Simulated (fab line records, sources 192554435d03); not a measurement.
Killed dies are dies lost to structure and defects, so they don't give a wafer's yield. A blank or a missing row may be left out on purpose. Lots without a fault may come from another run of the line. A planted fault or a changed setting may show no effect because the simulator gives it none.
Chamber matching | flow n5_finfet | N5_BEOL_M6_CURE_75 on uv_cure-03: 3 sister chambers
The step cures SiCOH lowk, time 120 s. 20 wafers are shown with their chamber, then 10 later ones without.

WAFERS WITH THEIR CHAMBER
wafer  | chamber | wafer_temp_C_max | lamp_power_pct (%)
L074.2 | 0       | 371.8            | 52.34
L074.3 | 0       | 371.8            | 52.35
L074.4 | 0       | 372.5            | 52.27
L078.1 | 2       | 371.9            | 52.21
L078.4 | 2       | 371.6            | 52.38
L078.5 | 2       | 371.6            | 52.35
L082.1 | 1       | 372.1            | 52.26
L082.4 | 1       | 371.8            | 52.31
L082.6 | 1       | 372.4            | 52.31
L083.1 | 1       | 371.5            | 52.41
L083.4 | 1       | 371.7            | 52.32
L083.5 | 1       | 371.7            | 52.27
L086.1 | 2       | 370.8            | 52.21
L086.5 | 2       | 371.3            | 52.28
L086.6 | 2       | 371.0            | 52.19
L089.1 | 1       | 371.8            | 52.29
L089.4 | 1       | 371.2            | 52.37
L089.6 | 1       | 371.6            | 52.21
L091.1 | 1       | 372.1            | 52.44
L091.2 | 1       | 371.3            | 52.29

SIGNATURES (means of the wafers above)
reading          | chamber 0 | chamber 1 | chamber 2 | scatter within a chamber
wafer_temp_C_max | 372.033   | 371.745   | 371.367   | 0.379
lamp_power_pct   | 52.3200   | 52.3164   | 52.2700   | 0.0691
Rule: a wafer's distance from a chamber is the root of the sum, over the readings, of the square of ((its reading less the chamber's mean) divided by the reading's scatter). The wafer belongs to the nearest chamber; if the next one is less than 2 further off, it can't be placed. The scatter: the root of (the sum of the squares of (reading less its chamber's mean) over the shown wafers, divided by (wafers less chambers)).

WAFERS WITHOUT THEIR CHAMBER
wafer  | wafer_temp_C_max | lamp_power_pct (%)
L091.3 | 371.8            | 52.23
L095.2 | 371.4            | 52.28
L095.4 | 371.5            | 52.34
L095.5 | 371.2            | 52.34
L096.1 | 371.8            | 52.26
L096.3 | 372.8            | 52.34
L096.6 | 371.9            | 52.31
L097.3 | 371.3            | 52.31
L097.4 | 371.2            | 52.38
L097.6 | 371.5            | 52.26

WHICH CHAMBER EACH WENT THROUGH
wafer  | from the rows above          | in truth
L091.3 | can't be placed: 1 or 2 or 0 | 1
L095.2 | can't be placed: 2 or 1 or 0 | 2
L095.4 | can't be placed: 1 or 2 or 0 | 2
L095.5 | can't be placed: 2 or 1 or 0 | 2
L096.1 | can't be placed: 1 or 0 or 2 | 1
L096.3 | can't be placed: 0 or 1 or 2 | 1
L096.6 | can't be placed: 0 or 1 or 2 | 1
L097.3 | can't be placed: 2 or 1 or 0 | 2
L097.4 | can't be placed: 2 or 1 or 0 | 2
L097.6 | can't be placed: 2 or 1 or 0 | 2
Placed correctly: 0 of 10. Can't be placed from these rows: 10 (the true chamber is among the candidates in 10). Placed wrongly: 0.
